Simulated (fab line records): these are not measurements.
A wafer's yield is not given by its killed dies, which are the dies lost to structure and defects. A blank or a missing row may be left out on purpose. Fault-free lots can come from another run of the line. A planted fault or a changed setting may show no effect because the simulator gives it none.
A struck lot beside a sound one :: flow nand_harc :: 13 steps out of a route of 1302
Sound: the wafers L698.1, L698.2, L698.4. Struck: wafers L709.1, L709.2, L709.6. Last of all comes the cause.
For every step that has rows: the tool of each side, followed by ch and its chambers, followed by its first start. Under that, the readings that differ: sound wafers :: struck wafers :: difference of the means :: sigmas: that difference in standard deviations of wafers without a fault.
alike: words and numbers the same on both sides, and readings whose means are apart by under 2 such deviations; not compared: readings that were withheld, readings missing a value for some wafer, numbers with overlapping values and no deviation given by the record, and bounds like >300 which may hide the same value.
A row with sigmas, a row that says differs or no value, or rows on one side alone: a step with any of these is where the two part. Non-overlapping numbers with no deviation appear without sigmas and do not part them. A reading missing from all wafers of one side parts the sides only when that side holds two or more wafers.

first, 4 steps without rows for these wafers: NHARC_A_STAIRCASE_DESCUM_186 (chemistry O2, time 3 s); NHARC_A_STAIRCASE_TRIM_187 (chemistry O2, time 211.2 s); NHARC_A_STAIRCASE_ETCH_188 (etches the open film in C4F8/O2, target depth 100 nm, time 40.5 s); NHARC_A_STAIRCASE_TRIM_189 (chemistry O2, time 211.2 s).
NHARC_A_STAIRCASE_ETCH_190: etches the open film in C4F8/O2, target depth 100 nm, time 40.5 s.
  sound on rie_diel-03 ch 0,1,2; struck on rie_diel-03 ch 0,2
  alike: oes_product_au, rf_vpp_V
  not compared: rf_hours_counter_h
NHARC_A_STAIRCASE_TRIM_191: chemistry O2, time 211.2 s.
  sound on rie_diel-03 ch 0,1,2; struck on rie_diel-03 ch 1,2,3
  alike: drypump_motor_current_A, oes_product_au, rf_vpp_V, run_length_s, showerhead_plenum_p_Torr, throttle_valve_pct
  not compared: rf_hours_counter_h
NHARC_A_STAIRCASE_ETCH_192: etches the open film in C4F8/O2, target depth 100 nm, time 40.5 s.
  sound on rie_diel-03 ch 0,1,3; struck on rie_diel-03 ch 0,1,2
  alike: oes_product_au, rf_vpp_V
  not compared: rf_hours_counter_h
then, 1 step without rows for these wafers: NHARC_A_STAIRCASE_TRIM_193 (chemistry O2, time 211.2 s).
NHARC_A_STAIRCASE_ETCH_194: etches the open film in C4F8/O2, target depth 100 nm, time 40.5 s.
  sound on rie_diel-03 ch 1,2,3; struck on rie_diel-03 ch 1,2,3
  alike: oes_product_au, rf_vpp_V
  not compared: rf_hours_counter_h
then, 1 step without rows for these wafers: NHARC_A_STAIRCASE_TRIM_196 (chemistry O2, time 211.2 s).
NHARC_A_STAIRCASE_ETCH_197: etches the open film in C4F8/O2, target depth 100 nm, time 40.5 s.
  sound on rie_diel-03 ch 0,1,2; struck on rie_diel-05 ch 0,1,2
  alike: oes_product_au, rf_vpp_V
  not compared: rf_hours_counter_h
NHARC_A_STAIRCASE_TRIM_198: chemistry O2, time 211.2 s.
  sound on rie_diel-03 ch 0,2,3, day 15 19:12; struck on rie_diel-05 ch 1,2, day 20 17:41
reading: run_length_s (s)
sound: 233.1 232.4 232.6
struck: 209.6 210.4 209.6
difference: -22.8
sigmas: -59
  alike: drypump_motor_current_A, oes_product_au, rf_vpp_V, showerhead_plenum_p_Torr, throttle_valve_pct
  not compared: rf_hours_counter_h
then, 1 step without rows for these wafers: NHARC_A_STAIRCASE_ETCH_199 (etches the open film in C4F8/O2, target depth 100 nm, time 40.5 s).

== WHERE THEY PART ==
At NHARC_A_STAIRCASE_TRIM_198 and nowhere else, as far as this record goes.

WHY: the cause the simulator had injected
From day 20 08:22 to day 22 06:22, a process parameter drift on rie_diel-05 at NHARC_A_STAIRCASE_TRIM_198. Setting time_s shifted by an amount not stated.
